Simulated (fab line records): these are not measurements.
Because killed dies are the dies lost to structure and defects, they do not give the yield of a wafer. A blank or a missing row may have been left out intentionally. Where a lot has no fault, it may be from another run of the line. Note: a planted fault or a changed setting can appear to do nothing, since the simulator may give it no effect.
Lot-split experiment	flow n5_finfet	7 lots, 21 wafers read, on a route of 1938 steps

THE SPLIT
At N5_SD_EPI_P_EPI_21 (deposits SiGe:B, time 355 s), the setting time_s was moved away from the recipe's 355 s on 7 of the 21 wafers read, by -18.7% to +16.3%. For the rest of the wafers, this setting stayed at what the recipe calls for.

FROM THE SPLIT TO THE READING: what the file shows between them, 5 steps
- N5_SD_EPI_P_EPI_MEAS_23
- N5_SD_EPI_P_HM_STRIP_48: strips SiNx in H3PO4, material SiNx, target depth 3 nm
- N5_SD_EPI_P_SRD_49: time 30 s
- N5_SD_ACTIVATION_RTA_00: time 0 s
- N5_SD_ACTIVATION_LSA_01: time 0.0008 s

THE READING
At N5_SD_ACTIVATION_RS_MEAS_03, a four-point-probe measurement gives RS_SD_P in ohm/sq. On this fab line, fault-free wafers typically give 56.2 ohm/sq with a standard deviation of 0.86 ohm/sq.

wafer	tool, chamber at the split	time_s as run, s	against the recipe	RS_SD_P, ohm/sq	against lot-mates on the recipe
L079.1	epi_rpcvd-04, 0	355	recipe	56.4	-
L079.4	epi_rpcvd-04, 0	355	recipe	57.1	-
L079.6	epi_rpcvd-04, 0	355	recipe	57.1	-
L080.2	epi_rpcvd-04, 0	355	recipe	56.1	-
L080.3	epi_rpcvd-04, 0	312.9	-11.9%	60.3	+4.3
L080.6	epi_rpcvd-04, 0	355	recipe	55.8	-
L083.2	epi_rpcvd-02, 0	355	recipe	57.5	-
L083.3	epi_rpcvd-02, 0	413	+16.3%	52.3	-5.5
L083.4	epi_rpcvd-02, 0	355	recipe	58.1	-
L086.4	epi_rpcvd-04, 0	385.2	+8.5%	54.1	-2.8
L086.5	epi_rpcvd-04, 0	355	recipe	56.9	-
L086.6	epi_rpcvd-04, 0	385.2	+8.5%	53.5	-3.4
L088.1	epi_rpcvd-04, 0	355	recipe	55.9	-
L088.4	epi_rpcvd-04, 0	412.4	+16.2%	50.7	-4.9
L088.6	epi_rpcvd-04, 0	355	recipe	55.3	-
L089.4	epi_rpcvd-04, 0	355	recipe	56.2	-
L089.5	epi_rpcvd-04, 0	410.9	+15.7%	51.7	-5.0
L089.6	epi_rpcvd-04, 0	355	recipe	57.1	-
L094.2	epi_rpcvd-02, 0	288.6	-18.7%	64.0	+8.3
L094.3	epi_rpcvd-02, 0	355	recipe	55.7	-
L094.6	epi_rpcvd-02, 0	355	recipe	55.6	-

THE FIT
A straight line over all 21 wafers: RS_SD_P changes by -0.335 ohm/sq for each +1% of time_s; r = -0.96; the points scatter about the line by 0.8 ohm/sq.
The same after taking each lot's own level away (the mean of its wafers on the recipe; 21 wafers): -0.364 ohm/sq for each +1%; r = -0.99; scatter 0.5 ohm/sq.
Per that fit: largest time_s move, reading shift of 6.8 ohm/sq.
The span of the lots' own levels, 55.60 to 57.80 ohm/sq, comes to 2.6 times the standard deviation stated above.
Hence the lot-to-lot level has little effect on the slope; both slopes agree.
Check: for one of the wafers moved furthest among these (-18.7%), held out of the fit, the line's prediction against its lot-mates is +6.24 ohm/sq. Against them it came out at +8.35 ohm/sq.

ADDITIONAL SPLITS CARRIED BY THESE WAFERS
Note: prior to the reading, these wafers also went through further splits. Each is held against what the fit with the lots' levels taken away leaves over:
other split on the same wafers	wafers away from the commonest value	r with RS_SD_P (lot level and that fit taken away)
N5_ZERO_LAYER_PECVD_02 time_s	7	+0.35
N5_WELL_APT_PEB_06 peb_temp_c	8	-0.09
N5_WELL_APT_DEVELOP_07 develop_time_s	8	-0.08
N5_FIN_SAQP_FIN_ETCH_36 bias_w	6	-0.21
N5_FIN_CUT_COAT_19 spin_rpm	2	-0.02
N5_DUMMY_GATE_COAT_09 spin_rpm	6	+0.10

THE WHOLE CHAIN: every reading that the file lists as answering this split, in the file's order
step	what it does	reading	change (the file's fit)	r (the file's)
N5_SD_EPI_P_EPI_21	deposits SiGe:B, time 355 s	SiGe-B_of_SD_EPI_P_EPI_21.thk_nm (the simulator's own value, which no gauge read)	+0.39 nm for each +1% of the setting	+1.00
N5_SD_EPI_P_EPI_MEAS_23		thk_nm	withheld for each +1% of the setting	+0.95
N5_SD_ACTIVATION_RS_MEAS_03	measures by four-point-probe	RS_SD_P	-0.359 for each +1% of the setting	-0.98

THE FILE'S OWN FIT
RS_SD_P changes by -0.359 ohm/sq for each +1% of time_s, r = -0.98.
